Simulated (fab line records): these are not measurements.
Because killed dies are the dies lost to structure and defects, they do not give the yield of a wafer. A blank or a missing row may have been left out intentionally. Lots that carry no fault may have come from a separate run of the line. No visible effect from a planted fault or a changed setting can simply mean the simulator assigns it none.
fab line records | flow n5Finfet
record: lots: 7 | wafers: 19 | lastDay: 17
route steps=1938 shown FIN_SAQP@118 PASSIVATION@1936
lots with no fault: from the same line, run without faults
startH: start of the lot's first displayed wafer, in hours after the record's first day | waitH: hours from the lot's prior step to this one | " identical to the entry in the row above | L1.1+2: a row that stands for several wafers | - no value, or no start given | * or withheld: withheld | < > ~ a bound
route shown NAME@n: NAME is a module with steps in the file, n the number in the route of the first one | usual: the fault-free wafers' mean and standard deviation | same: alike in all rows | chamber/n: place in a boat | sites: per-site readings | _std_site: the values' standard deviation | _edge_site: the outer-site mean with the inner-site mean subtracted | radiusMm: how far each site lies from the wafer's centre | mask NAME#n: copy n | behind: the last tool/chamber to shape the wafer | hold: what put the lot on hold/how long, in hours/how the hold closed | device: names the non-switching transistor (n, p or np) | end of line: the route-end tests of the same wafers | for a step that has no rows: nothing shown but its recipe | killed: not the wafer's yield, but the dies lost to structure and defects at the first sort | map: the dies of a wafer, with x for killed, . for not killed, _ for no die there
set.NAME: the setting that was run; set.NAME@STEP: the one run at that earlier step | model.NAME: the simulator's own value behind a step, which no gauge read
certain route steps with their lots: each step a table, each wafer a row
services: when a tool's chamber went out of use (startH, in hours from the record's first day, below 0 if earlier), for how many hours, and the reason
== steps ==
step: N5_FIN_SAQP_HM_OPEN_73
recipe: chemistry: CHF3/O2 | target: SiO2 | stopOn: a-Si | targetDepthA: 120 | overEtchFrac: 1.8 | maskMaterial: SOC | timeS: 16.8 | pressureMtorr: 30 | sourceW: 650 | biasW: 170 | Ar_flow_sccm: 200 | CHF3_flow_sccm: 50 | O2_flow_sccm: 5 | ionEnergyEv: 200 | ends: endPoint
usual: biasW: 170.0/0.49 | drypumpMotorCurrentA: 5.56/0.29 | oesProductAu: 0.47/0.051 | rfVppV: 522/16 | showerheadPlenumPTorr: 2.39/0.069 | throttleValvePct: 18.83/0.23
lot.wafer | tool       | chamber | startH | waitH | biasW | drypumpMotorCurrentA | oesProductAu | rfHoursCounterH | rfVppV | showerheadPlenumPTorr | throttleValvePct
L253.1    | rieDiel-06 | 2       | 22.48  | 0.0   | 169.3 | 5.56                 | 0.58         | 18              | 511    | 2.46                  | 18.65
L253.2    | "          | 0       | "      | "     | 169.7 | 6.02                 | 0.42         | 242             | 526    | 2.35                  | 18.80
L253.6    | "          | 2       | "      | "     | 169.3 | 5.56                 | 0.57         | -               | 509    | 2.46                  | 18.65
L258.1    | rieDiel-03 | 2       | 53.41  | 0.0   | 170.8 | 5.70                 | 0.59         | 4               | 545    | 2.47                  | 18.58
L258.2    | "          | 1       | "      | "     | 171.0 | 5.22                 | 0.51         | 71              | 536    | 2.33                  | 18.58
L258.6    | "          | 3       | "      | "     | 169.9 | 5.93                 | 0.47         | -               | 513    | 2.40                  | 18.61
L259.1    | rieDiel-06 | 1       | 59.29  | 0.0   | 169.9 | 5.41                 | 0.42         | 250             | 522    | 2.47                  | 19.10
L259.3    | "          | 2       | "      | "     | 170.0 | 5.54                 | 0.55         | 29              | 511    | 2.46                  | 18.66
L259.5    | "          | 1       | "      | "     | 170.3 | 5.41                 | 0.43         | -               | 522    | 2.47                  | 19.10
L264.1    | rieDiel-06 | 1       | 88.71  | 0.0   | 169.6 | 5.41                 | 0.58         | 2               | 522    | 2.47                  | 18.68
L264.5    | "          | 0       | "      | "     | 170.1 | 6.05                 | 0.56         | -               | 526    | 2.34                  | 18.47
L265.5    | rieDiel-06 | 1       | 94.47  | 0.0   | 170.6 | 5.41                 | 0.57         | -               | 522    | 2.47                  | 18.68
L265.6    | "          | 3       | "      | "     | 170.0 | 5.91                 | 0.43         | -               | 503    | 2.29                  | 18.95
L270.2    | rieDiel-06 | 0       | 124.63 | 0.0   | 170.1 | 6.04                 | 0.55         | 18              | 524    | 2.34                  | 18.47
L270.4    | "          | 1       | "      | "     | 170.0 | 5.42                 | 0.55         | 17              | 522    | 2.46                  | 18.70
L270.6    | "          | 3       | "      | "     | 170.2 | 5.95                 | 0.43         | -               | 502    | 2.28                  | 18.98
L275.2    | rieDiel-02 | 0       | 154.31 | 0.0   | 170.4 | 5.71                 | 0.43         | 204             | 490    | 2.28                  | 18.94
L275.3    | "          | 3       | "      | "     | 170.5 | 5.76                 | 0.58         | 3               | 537    | 2.38                  | 18.71
L275.4    | "          | 2       | "      | "     | 169.4 | 5.70                 | 0.43         | 206             | 512    | 2.36                  | 18.88
step: N5_FIN_SAQP_STRIP_74
recipe: chemistry: CHF3/O2 | resist: SiARC | rfFrequencyHz: 6e+07
step: N5_FIN_SAQP_MANDREL_ETCH_22
recipe: targetDepthA: 600 | chemistry: HBr/Cl2 | target: a-Si | stopOn: SiNx | btTimeS: 10 | overEtchFrac: 0.5 | timeS: 30 | pressureMtorr: 10 | icpW: 800 | biasW: 75 | HBr_flow_sccm: 150 | Cl2_flow_sccm: 80 | ends: endPoint
usual: biasW: 75.00/0.25 | drypumpMotorCurrentA: 5.9/0.62 | mfcCl2Sccm: 79.99/0.26 | oesProductAu: 0.764/0.011 | throttleValvePct: 35.4/0.45
lot.wafer | tool     | chamber | startH | waitH | biasW | drypumpMotorCurrentA | mfcCl2Sccm | oesProductAu | rfHoursCounterH | throttleValvePct
L253.1    | rieSi-02 | 2       | 22.57  | 0.0   | 74.95 | 6.6                  | 80.18      | 0.766        | 162             | 35.6
L253.2    | "        | 3       | "      | "     | 74.97 | 6.2                  | 79.92      | 0.749        | 121             | 35.4
L253.6    | "        | 0       | "      | "     | 75.33 | 4.9                  | 80.06      | 0.754        | -               | 35.3
L258.1    | rieSi-03 | 1       | 53.49  | 0.0   | 74.93 | 6.6                  | 79.71      | 0.775        | 144             | 35.9
L258.2    | "        | 3       | "      | "     | 75.26 | 5.4                  | 80.26      | 0.772        | 44              | 35.0
L258.6    | "        | 0       | "      | "     | 74.70 | 6.8                  | 80.12      | 0.770        | -               | 36.4
L259.1    | rieSi-03 | 2       | 59.38  | 0.0   | 74.82 | 5.3                  | 79.71      | 0.757        | 143             | 35.2
L259.3    | "        | 0       | "      | "     | 75.30 | 6.8                  | 79.84      | 0.753        | 56              | 36.4
L259.5    | "        | 2       | "      | "     | 74.99 | 5.3                  | 79.96      | 0.767        | -               | 35.2
L264.1    | rieSi-03 | 1       | 88.80  | 0.0   | 75.18 | 6.6                  | 79.93      | 0.765        | 144             | 35.9
L264.5    | "        | 1       | "      | "     | 75.01 | 6.6                  | 80.27      | 0.765        | -               | 35.8
L265.5    | rieSi-03 | 2       | 94.57  | 0.1   | 74.97 | 5.3                  | 80.17      | 0.771        | -               | 35.2
L265.6    | "        | 1       | "      | "     | 75.01 | 6.6                  | 80.31      | 0.787        | -               | 35.8
L270.2    | rieSi-04 | 3       | 124.73 | 0.0   | 75.14 | 5.7                  | 79.76      | 0.765        | 190             | 35.5
L270.4    | "        | 1       | "      | "     | 75.32 | 5.1                  | 80.07      | 0.760        | 136             | 35.2
L270.6    | "        | 0       | "      | "     | 75.38 | 6.5                  | 80.39      | 0.771        | -               | 34.7
L275.2    | rieSi-04 | 0       | 154.39 | 0.0   | 75.03 | 6.5                  | 80.32      | 0.758        | 85              | 34.8
L275.3    | "        | 1       | "      | "     | 74.99 | 5.1                  | 79.60      | 0.764        | 137             | 35.2
L275.4    | "        | 3       | "      | "     | 75.36 | 5.7                  | 79.52      | 0.782        | 191             | 35.5
step: N5_FIN_SAQP_STRIP_55
recipe: chemistry: N2/H2 | powerW: 500 | tempC: 40 | pressureMtorr: 50 | rfFrequencyHz: 6e+07 | overashFraction: 0.3 | biasPowerW: 28 | h2Frac: 0.5 | n2FlowSccm: 300 | h2FlowSccm: 300
step: N5_FIN_SAQP_STRIP_23
recipe: chemistry: SPM | timeS: 750 | tempC: 130 | h2so4H2o2VolRatio: 4
step: N5_FIN_SAQP_SRD_66
recipe: dry: ipaMarangoni | timeS: 30 | tempC: 23 | rinseLiquid: diw
step: N5_FIN_SAQP_RECESS_75
recipe: chemistry: HF/NH3 | target: SiO2 | targetDepthA: 144 | afsCycles: 3 | tempC: 30 | sublimationTempC: 180 | sublimationTimeS: 60
usual: drypumpMotorCurrentA: 5.8/0.39 | sublimationTempC: 180.02/0.16
lot.wafer | tool         | chamber | startH | waitH | drypumpMotorCurrentA | sublimationTempC
L253.1    | vaporEtch-01 | 0       | 23.06  | 0.0   | 6.3                  | 180.15
L253.2    | "            | 1       | "      | "     | 5.8                  | 180.00
L253.6    | "            | 1       | "      | "     | 5.8                  | 179.99
L258.1    | vaporEtch-01 | 0       | 54.04  | 0.0   | 6.3                  | 179.89
L258.2    | "            | 1       | "      | "     | 5.8                  | 179.83
L258.6    | "            | 1       | "      | "     | 5.8                  | 179.98
L259.1    | vaporEtch-01 | 0       | 59.90  | 0.0   | 6.3                  | 179.75
L259.3    | "            | 1       | "      | "     | 5.8                  | 179.84
L259.5    | "            | 0       | "      | "     | 6.3                  | 179.85
L264.1    | vaporEtch-01 | 1       | 89.44  | 0.0   | 5.8                  | 180.13
L264.5    | "            | 1       | "      | "     | 5.8                  | 179.97
L265.5    | vaporEtch-01 | 0       | 95.21  | 0.3   | 6.3                  | 180.10
L265.6    | "            | 1       | "      | "     | 5.8                  | 179.95
L270.2    | vaporEtch-02 | 1       | 125.15 | 0.0   | 5.4                  | 180.37
L270.4    | "            | 0       | "      | "     | 5.5                  | 179.92
L270.6    | "            | 1       | "      | "     | 5.3                  | 180.11
L275.2    | vaporEtch-02 | 1       | 154.88 | 0.0   | 5.3                  | 179.88
L275.3    | "            | 1       | "      | "     | 5.3                  | 179.84
L275.4    | "            | 0       | "      | "     | 5.5                  | 179.93
step: N5_FIN_SAQP_SPACER1_ALD_24
recipe: material: SiO2 | targetThkA: 203 | tempC: 300 | aldPrecursorFamily: BDEAS | aldCoReactant: O2-plasma | pulseTimeS: 1 | purgeTimeS: 2 | coReactantPurgeTimeS: 2 | aldCycles: 218 | pressureTorr: 2
step: N5_FIN_SAQP_SPACER1_ETCHBACK_25
recipe: chemistry: CHF3/O2 | mode: anisotropicEtchback | target: SiO2 | targetDepthA: 244 | timeS: 12.2 | pressureMtorr: 30 | sourceW: 650 | biasW: 170 | Ar_flow_sccm: 200 | CHF3_flow_sccm: 50 | O2_flow_sccm: 5 | ionEnergyEv: 200
step: N5_FIN_SAQP_MANDREL1_REMOVE_56
recipe: chemistry: HBr/Cl2/O2 | btTimeS: 10 | target: a-Si | stopOn: SiNx | endpoint: OES-SiCl | overEtchFrac: 1 | icpW: 600 | biasW: 22 | HBr_flow_sccm: 150 | Cl2_flow_sccm: 80 | O2_flow_sccm: 5 | pressureMtorr: 10
step: N5_FIN_SAQP_CD_MEAS_27
recipe: targetCdNm: 20 | landingEnergyEv: 1000 | detector: seInlens | polarity: line
usual: cdNm: 20.26/0.25
lot.wafer | tool     | chamber | startH | waitH | cdNm
L253.1    | cdSem-03 | 0       | 24.36  | 0.1   | 20.23
L253.2    | "        | 0       | "      | "     | 20.78
L253.6    | "        | 0       | "      | "     | 20.46
L258.1    | cdSem-02 | 0       | 55.34  | 0.1   | 20.31
L258.2    | "        | 0       | "      | "     | 20.09
L258.6    | "        | 0       | "      | "     | 20.61
L259.1    | cdSem-03 | 0       | 61.21  | 0.1   | 20.54
L259.3    | "        | 0       | "      | "     | 19.85
L259.5    | "        | 0       | "      | "     | 20.25
L264.1    | cdSem-02 | 0       | 90.74  | 0.1   | 20.49
L264.5    | "        | 0       | "      | "     | 20.04
L265.5    | cdSem-02 | 0       | 97.93  | 0.0   | 20.30
L265.6    | "        | 0       | "      | "     | 20.12
L270.2    | cdSem-02 | 0       | 126.45 | 0.1   | 20.14
L270.4    | "        | 0       | "      | "     | 20.76
L270.6    | "        | 0       | "      | "     | 20.20
L275.2    | cdSem-01 | 0       | 156.18 | 0.1   | 20.15
L275.3    | "        | 0       | "      | "     | 20.04
L275.4    | "        | 0       | "      | "     | 20.19
step: N5_FIN_SAQP_ETCH_57
recipe: chemistry: CH3F/O2 | target: SiNx | maskMaterial: SiO2 | targetDepthA: 325 | timeS: 46.4 | pressureMtorr: 30 | sourceW: 395 | biasW: 73 | Ar_flow_sccm: 150 | CH3F_flow_sccm: 30 | O2_flow_sccm: 20 | ionEnergyEv: 120 | ends: cleared
usual: biasW: 73.00/0.25 | drypumpMotorCurrentA: 5.64/0.28 | etchRfOnTimeS: 46.6/1.3 | oesProductAu: 0.68/0.081 | rfVppV: 295/8.4 | showerheadPlenumPTorr: 1.98/0.058 | throttleValvePct: 16.33/0.23
lot.wafer | tool       | chamber | startH | waitH | biasW | drypumpMotorCurrentA | etchRfOnTimeS | oesProductAu | rfHoursCounterH | rfVppV | showerheadPlenumPTorr | throttleValvePct
L253.1    | rieDiel-06 | 2       | 24.41  | 0.0   | 72.97 | 5.53                 | 45.3          | 0.81         | 18              | 291    | 2.05                  | 16.12
L253.2    | "          | 3       | "      | "     | 72.63 | 5.93                 | 44.8          | 0.64         | 157             | 286    | 1.91                  | 16.47
L253.6    | "          | 1       | "      | "     | 73.31 | 5.42                 | 47.1          | 0.58         | -               | 295    | 2.06                  | 16.61
L258.1    | rieDiel-03 | 2       | 55.39  | 0.0   | 72.82 | 5.70                 | 47.4          | 0.83         | 4               | 308    | 2.05                  | 16.06
L258.2    | "          | 3       | "      | "     | 73.37 | 5.94                 | 46.1          | 0.66         | 122             | 291    | 1.99                  | 16.12
L258.6    | "          | 0       | "      | "     | 72.92 | 5.09                 | 47.1          | 0.62         | -               | 301    | 2.07                  | 16.24
L259.1    | rieDiel-02 | 1       | 61.33  | 0.1   | 72.59 | 5.20                 | 46.6          | 0.69         | 87              | 307    | 1.96                  | 16.79
L259.3    | "          | 2       | "      | "     | 73.30 | 5.66                 | 47.4          | 0.63         | 166             | 290    | 1.97                  | 16.39
L259.5    | "          | 1       | "      | "     | 73.13 | 5.20                 | 47.0          | 0.69         | -               | 308    | 1.96                  | 16.77
L264.1    | rieDiel-06 | 2       | 90.79  | 0.0   | 73.09 | 5.54                 | 44.7          | 0.77         | 43              | 291    | 2.04                  | 16.19
L264.5    | "          | 1       | "      | "     | 73.62 | 5.42                 | 46.6          | 0.84         | -               | 295    | 2.05                  | 16.14
L265.5    | rieDiel-02 | 0       | 98.01  | 0.1   | 73.09 | 5.67                 | 48.1          | 0.63         | -               | 279    | 1.90                  | 16.44
L265.6    | "          | 3       | "      | "     | 72.71 | 5.74                 | 45.2          | 0.60         | -               | 304    | 1.97                  | 16.60
L270.2    | rieDiel-03 | 3       | 126.50 | 0.0   | 72.51 | 5.94                 | 48.9          | 0.63         | 146             | 290    | 1.98                  | 16.18
L270.4    | "          | 0       | "      | "     | 73.26 | 5.06                 | 46.5          | 0.59         | 219             | 301    | 2.06                  | 16.29
L270.6    | "          | 3       | "      | "     | 72.79 | 5.91                 | 47.8          | 0.64         | -               | 289    | 1.98                  | 16.17
L275.2    | rieDiel-06 | 0       | 156.23 | 0.0   | 73.44 | 6.01                 | 47.7          | 0.75         | 30              | 298    | 1.94                  | 15.99
L275.3    | "          | 3       | "      | "     | 72.66 | 5.92                 | 45.1          | 0.60         | 210             | 286    | 1.90                  | 16.58
L275.4    | "          | 1       | "      | "     | 73.12 | 5.41                 | 45.3          | 0.77         | 29              | 297    | 2.04                  | 16.20
step: N5_FIN_SAQP_ETCH_65
recipe: chemistry: CF4 | target: SiO2 | targetDepthA: 40 | ionEnergyEv: 350 | timeS: 4.4 | pressureMtorr: 10 | icpW: 800 | biasW: 400 | cf4FlowSccm: 80
usual: biasW: 399.8/1.2 | drypumpMotorCurrentA: 5.8/0.62 | oesProductAu: 0.995/0.022 | throttleValvePct: 21.7/0.31
lot.wafer | tool     | chamber | startH | waitH | biasW | drypumpMotorCurrentA | oesProductAu | rfHoursCounterH | throttleValvePct | model.etch.depthNm
L253.1    | rieSi-04 | 0       | 24.52  | 0.1   | 397.0 | 6.5                  | 0.988        | 82              | 21.4             | 3.876
L253.2    | "        | 3       | "      | "     | 399.3 | 5.7                  | 0.997        | 188             | 22.3             | 3.928
L253.6    | "        | 3       | "      | "     | 399.4 | 5.7                  | 1.003        | -               | 22.3             | 3.925
L258.1    | rieSi-04 | 3       | 55.49  | 0.1   | 399.9 | 5.7                  | 1.013        | 189             | 22.3             | 3.987
L258.2    | "        | 0       | "      | "     | 399.4 | 6.5                  | 0.974        | 83              | 21.4             | 3.864
L258.6    | "        | 0       | "      | "     | 399.4 | 6.5                  | 0.981        | -               | 21.5             | 3.887
L259.1    | rieSi-04 | 2       | 61.43  | 0.1   | 399.1 | 5.8                  | 1.322        | 0               | 21.8             | 6.013
L259.3    | "        | 3       | "      | "     | 399.4 | 5.7                  | 1.005        | 189             | 22.3             | 4.043
L259.5    | "        | 2       | "      | "     | 399.6 | 5.9                  | 1.002        | -               | 21.7             | 3.99
L264.1    | rieSi-04 | 3       | 90.89  | 0.1   | 399.4 | 5.7                  | 1.326        | 189             | 22.4             | 6.033
L264.5    | "        | 0       | "      | "     | 400.1 | 6.5                  | 0.987        | -               | 21.5             | 3.896
L265.5    | rieSi-04 | 1       | 98.09  | 0.0   | 397.7 | 5.2                  | 1.032        | -               | 21.7             | 4.221
L265.6    | "        | 2       | "      | "     | 399.2 | 5.8                  | 1.314        | -               | 21.7             | 5.975
L270.2    | rieSi-03 | 1       | 126.60 | 0.1   | 397.5 | 6.6                  | 1.034        | 145             | 22.2             | 4.167
L270.4    | "        | 3       | "      | "     | 400.3 | 5.4                  | 0.959        | 45              | 21.4             | 3.831
L270.6    | "        | 2       | "      | "     | 402.6 | 5.3                  | 0.992        | -               | 21.5             | 3.97
L275.2    | rieSi-03 | 2       | 156.34 | 0.1   | 402.6 | 5.3                  | 0.987        | 145             | 21.5             | 3.92
L275.3    | "        | 1       | "      | "     | 398.8 | 6.6                  | 1.034        | 146             | 22.2             | 4.193
L275.4    | "        | 3       | "      | "     | 400.5 | 5.4                  | 0.964        | 46              | 21.4             | 3.849
step: N5_FIN_SAQP_MANDREL_ETCH_58
recipe: chemistry: HBr/Cl2 | target: a-Si | targetDepthA: 450 | btTimeS: 10 | stopOn: SiNx | maskMaterial: SiO2 | overEtchFrac: 0.8 | timeS: 27 | pressureMtorr: 10 | icpW: 800 | biasW: 75 | HBr_flow_sccm: 150 | Cl2_flow_sccm: 80 | ends: endPoint
usual: biasW: 75.01/0.21 | drypumpMotorCurrentA: 5.9/0.62 | mfcCl2Sccm: 80.03/0.23 | oesProductAu: 0.695/0.011 | throttleValvePct: 35.6/0.46
lot.wafer | tool     | chamber | startH | waitH | biasW | drypumpMotorCurrentA | mfcCl2Sccm | oesProductAu | rfHoursCounterH | throttleValvePct
L253.1    | rieSi-04 | 0       | 24.55  | 0.0   | 74.75 | 6.5                  | 79.72      | 0.702        | 82              | 35.0
L253.2    | "        | 3       | "      | "     | 75.26 | 5.7                  | 80.03      | 0.703        | 188             | 35.7
L253.6    | "        | 3       | "      | "     | 74.91 | 5.7                  | 79.79      | 0.711        | -               | 35.7
L258.1    | rieSi-04 | 3       | 55.53  | 0.0   | 75.18 | 5.7                  | 80.23      | 0.711        | 189             | 35.7
L258.2    | "        | 0       | "      | "     | 75.00 | 6.6                  | 79.99      | 0.710        | 83              | 34.9
L258.6    | "        | 0       | "      | "     | 74.94 | 6.6                  | 80.12      | 0.705        | -               | 34.9
L259.1    | rieSi-04 | 2       | 61.47  | 0.0   | 75.07 | 5.9                  | 80.31      | 0.695        | 0               | 35.8
L259.3    | "        | 3       | "      | "     | 74.83 | 5.7                  | 79.20      | 0.704        | 189             | 35.7
L259.5    | "        | 2       | "      | "     | 75.14 | 5.9                  | 80.39      | 0.707        | -               | 35.8
L264.1    | rieSi-04 | 3       | 90.93  | 0.0   | 74.83 | 5.7                  | 80.24      | 0.714        | 189             | 35.7
L264.5    | "        | 0       | "      | "     | 75.22 | 6.5                  | 80.05      | 0.686        | -               | 34.9
L265.5    | rieSi-04 | 1       | 98.14  | 0.0   | 75.13 | 5.2                  | 80.05      | 0.691        | -               | 35.5
L265.6    | "        | 2       | "      | "     | 75.21 | 5.9                  | 80.20      | 0.689        | -               | 35.8
L270.2    | rieSi-03 | 1       | 126.64 | 0.0   | 74.85 | 6.6                  | 80.44      | 0.697        | 145             | 36.1
L270.4    | "        | 3       | "      | "     | 75.40 | 5.4                  | 80.38      | 0.678        | 45              | 35.2
L270.6    | "        | 2       | "      | "     | 75.02 | 5.3                  | 80.06      | 0.708        | -               | 35.4
L275.2    | rieSi-03 | 2       | 156.37 | 0.0   | 75.34 | 5.3                  | 79.97      | 0.694        | 145             | 35.4
L275.3    | "        | 1       | "      | "     | 75.11 | 6.6                  | 80.29      | 0.686        | 146             | 36.1
L275.4    | "        | 3       | "      | "     | 75.27 | 5.4                  | 80.12      | 0.684        | 46              | 35.2
step: N5_PASSIVATION_PROBE_49
usual: killed_at_M0_to_M3: 34/8.9 | killed_at_M4_up: 13/4.6 | killedAtContacts: 12/5.5 | killedAtFrontEnd: 41/11 | killedAtOther: 3.1/2.9 | killedDies: 102/16 | killedOpen: 66/11 | killedShort: 34/7.6
same: grossDies: 1180 | killedAtBackSide: 0
lot.wafer | tool      | chamber | startH | waitH | killed_at_M0_to_M3 | killed_at_M4_up | killedAtContacts | killedAtFrontEnd | killedAtOther | killedDies | killedOpen | killedShort
L265.6    | prober-01 | -       | 346.87 | 0.3   | 25                 | 13              | 12               | 53               | 2             | 105        | 76         | 29
killed by level:class
L265.6 FIN_SAQP:geometricParticle:open=15 STI_FIN_REVEAL:geometricParticle:open=14 MOL_CONTACT_COAG:geometricParticle:open=11 FIN_SAQP:geometricParticle:short=8 BEOL_M0_SAQP:geometricParticle:open=8 BEOL_M4:geometricParticle:open=7 BEOL_M0_SAQP:geometricParticle:short=5 STI_FIN_REVEAL:geometricParticle:short=4
== services ==
tool       | chamber | startH | hours | kind
rieDiel-03 | 2       | 1.38   | 1.5   | repair
rieSi-04   | 2       | 8.97   | -     | clean
rieSi-04   | 2       | 8.97   | -     | consumableReplace:focusRing
rieSi-04   | 2       | 8.97   | 21.5  | scheduledDown
rieSi-04   | 2       | 8.97   | 21.5  | ventCycle
rieDiel-02 | -       | 13.59  | 0.5   | repair
rieDiel-06 | 2       | 33.31  | 9.9   | repair
rieDiel-06 | 0       | 44.90  | -     | clean
rieDiel-06 | 0       | 44.90  | -     | consumableReplace:focusRing
rieDiel-06 | 0       | 44.90  | 20.5  | scheduledDown
rieDiel-06 | 0       | 44.90  | 20.5  | ventCycle
rieDiel-03 | -       | 61.54  | 5.7   | repair
rieDiel-06 | 1       | 65.46  | -     | clean
rieDiel-06 | 1       | 65.46  | -     | consumableReplace:focusRing
rieDiel-06 | 1       | 65.46  | 16.3  | scheduledDown
rieDiel-06 | 1       | 65.46  | 16.3  | ventCycle
rieDiel-02 | 0       | 68.45  | 6.2   | repair
rieDiel-02 | -       | 91.15  | 2.8   | pm
rieDiel-06 | 0       | 91.22  | 16.7  | repair
rieSi-03   | -       | 109.71 | 0.8   | repair
rieDiel-02 | 1       | 112.26 | 2.7   | repair
rieSi-02   | 0       | 122.37 | 3.4   | repair
rieSi-03   | 1       | 134.50 | 7.3   | repair
rieDiel-06 | 3       | 143.16 | 8.3   | repair
== key ==
firstSign: step: N5_FIN_SAQP_ETCH_65 | reading: oesProductAu | direction: up | sigmas: 15 | usual: 0.995 | struck: 1.321
effect none on later readings
modelEffect: step: N5_FIN_SAQP_ETCH_65 | value: etch.depthNm | without: 3.997 | struck: 6.007
metAt N5_FIN_SAQP_ETCH_65
struckWafers L259.1,L264.1,L265.6
testerLeftOut L259,L264,L265
onsetBetween 55.49 61.43
fault: kind: processParameterDrift | tool: rieSi-04 | chamber: - | onsetH: 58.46 | steps: N5_FIN_SAQP_ETCH_65 | channel: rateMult | offset: 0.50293 | shape: step | endH: 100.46 | scope: struckWafersOnly
testerLeftOut: of these lots the tester's yield and bins aren't shown, on N5 and GAA mostly nor the transistor test; their killed dies are dies lost to structure and defects alone, not to doping, threshold or leakage, so they don't give the yield
